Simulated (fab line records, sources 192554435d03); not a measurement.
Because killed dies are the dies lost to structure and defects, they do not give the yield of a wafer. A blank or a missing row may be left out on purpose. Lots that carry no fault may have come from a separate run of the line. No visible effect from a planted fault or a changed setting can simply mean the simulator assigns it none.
Matching of chambers / flow n5 finfet / 4 sister chambers for N5_BEOL_M5_CMP_52 on cmp-02
The step polishes, stops on SiCOH lowk, t overpolish 6.9 s, target thk 62 nm. 4 wafers are shown with their chamber, then 7 later ones without.

WAFERS WITH THEIR CHAMBER
wafer=L087.1; chamber=1; motor current A (A)=5.9
wafer=L087.5; chamber=3; motor current A (A)=5.7
wafer=L089.2; chamber=2; motor current A (A)=6.1
wafer=L089.4; chamber=0; motor current A (A)=6.5

WAFERS MISSING THEIR CHAMBER
wafer=L089.5; motor current A (A)=5.8
wafer=L088.1; motor current A (A)=5.7
wafer=L088.2; motor current A (A)=5.7
wafer=L088.3; motor current A (A)=5.9
wafer=L097.2; motor current A (A)=5.6
wafer=L097.4; motor current A (A)=6.5
wafer=L097.5; motor current A (A)=6.1

CHAMBER TAKEN BY EACH
wafer=L089.5; from the rows above=can't be placed: 3 or 1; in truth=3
wafer=L088.1; from the rows above=3; in truth=3
wafer=L088.2; from the rows above=3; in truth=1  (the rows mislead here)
wafer=L088.3; from the rows above=1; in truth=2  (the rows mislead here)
wafer=L097.2; from the rows above=3; in truth=3
wafer=L097.4; from the rows above=0; in truth=0
wafer=L097.5; from the rows above=2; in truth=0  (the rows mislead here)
Placed correctly: 3 of 7. Can't be placed from these rows: 1 (the true chamber is among the candidates in 1). Wrongly placed: 3.
How it was worked out, from the rows above alone: a wafer's distance from a chamber is the root of the sum, over the readings, of the square of ((its reading less the chamber's mean) divided by the reading's scatter). If the next closest chamber is less than 2 further off than the closest, the wafer can't be placed; otherwise it belongs to the closest. Each chamber's mean is taken over the wafers shown for it. The scatter (one wafer shown for each chamber): square how far every hidden wafer sits from the nearest shown wafer, average those squares and take the square root.
